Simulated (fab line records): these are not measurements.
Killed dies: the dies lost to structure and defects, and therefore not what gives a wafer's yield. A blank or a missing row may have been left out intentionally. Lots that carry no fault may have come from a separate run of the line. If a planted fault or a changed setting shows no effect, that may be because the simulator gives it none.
Chamber matching + flow n5 finfet + 3 sister chambers for N5_BEOL_M5_CO_CAP_78 on cvd co-02
The step material Co, precursor CCTBA/H2, target thk 2 nm, time 102.1 s. 33 wafers are shown with their chamber, then 12 later ones without.

WAFERS PAIRED WITH THEIR CHAMBERS
| wafer  | chamber | heater power w (W) |
|--------|---------|--------------------|
| L074.1 | 1       | 219                |
| L074.3 | 0       | 232                |
| L074.6 | 1       | 226                |
| L076.1 | 0       | 240                |
| L076.4 | 2       | 242                |
| L076.6 | 0       | 230                |
| L075.1 | 0       | 237                |
| L075.2 | 2       | 239                |
| L075.3 | 1       | 221                |
| L075.4 | 2       | 235                |
| L075.5 | 1       | 223                |
| L075.6 | 0       | 238                |
| L079.2 | 2       | 239                |
| L079.4 | 1       | 223                |
| L079.6 | 2       | 241                |
| L081.3 | 2       | 236                |
| L081.5 | 1       | 215                |
| L081.6 | 0       | 234                |
| L080.1 | 0       | 236                |
| L080.4 | 0       | 236                |
| L080.5 | 2       | 240                |
| L083.2 | 0       | 237                |
| L083.3 | 1       | 217                |
| L083.4 | 1       | 221                |
| L085.1 | 1       | 227                |
| L085.2 | 0       | 236                |
| L085.3 | 2       | 240                |
| L087.1 | 2       | 237                |
| L087.5 | 0       | 240                |
| L087.6 | 1       | 222                |
| L089.2 | 1       | 221                |
| L089.5 | 0       | 236                |
| L089.6 | 2       | 239                |

SIGNATURES, as means of the wafers listed above
| reading        | chamber 0 | chamber 1 | chamber 2 | scatter within a chamber |
|----------------|-----------|-----------|-----------|--------------------------|
| heater power w | 236.00    | 221.36    | 238.80    | 2.96                     |
Rule: for each reading, subtract the chamber's mean from the wafer's reading, divide by that reading's scatter and square the result; add these up over the readings and take the root, which gives the wafer's distance from the chamber. If the next closest chamber is less than 2 further off than the closest, the wafer can't be placed; otherwise it belongs to the closest. The scatter: the root of (the sum of the squares of (reading less its chamber's mean) over the shown wafers, divided by (wafers less chambers)).

WAFERS WHOSE CHAMBER IS MISSING
| wafer  | heater power w (W) |
|--------|--------------------|
| L091.1 | 224                |
| L091.2 | 240                |
| L091.6 | 242                |
| L092.1 | 240                |
| L092.2 | 221                |
| L092.4 | 242                |
| L096.1 | 223                |
| L096.2 | 242                |
| L096.5 | 241                |
| L097.1 | 242                |
| L097.2 | 247                |
| L097.5 | 242                |

EACH ONE'S CHAMBER
| wafer  | from the rows above     | in truth |
|--------|-------------------------|----------|
| L091.1 | 1                       | 1        |
| L091.2 | can't be placed: 2 or 0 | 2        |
| L091.6 | can't be placed: 2 or 0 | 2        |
| L092.1 | can't be placed: 2 or 0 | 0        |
| L092.2 | 1                       | 1        |
| L092.4 | can't be placed: 2 or 0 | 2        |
| L096.1 | 1                       | 1        |
| L096.2 | can't be placed: 2 or 0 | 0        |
| L096.5 | can't be placed: 2 or 0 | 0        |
| L097.1 | can't be placed: 2 or 0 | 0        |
| L097.2 | can't be placed: 2 or 0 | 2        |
| L097.5 | can't be placed: 2 or 0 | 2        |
Correctly placed: 3 of 12. Can't be placed from these rows: 9 (the true chamber is among the candidates in 9). Number placed wrongly: 0.
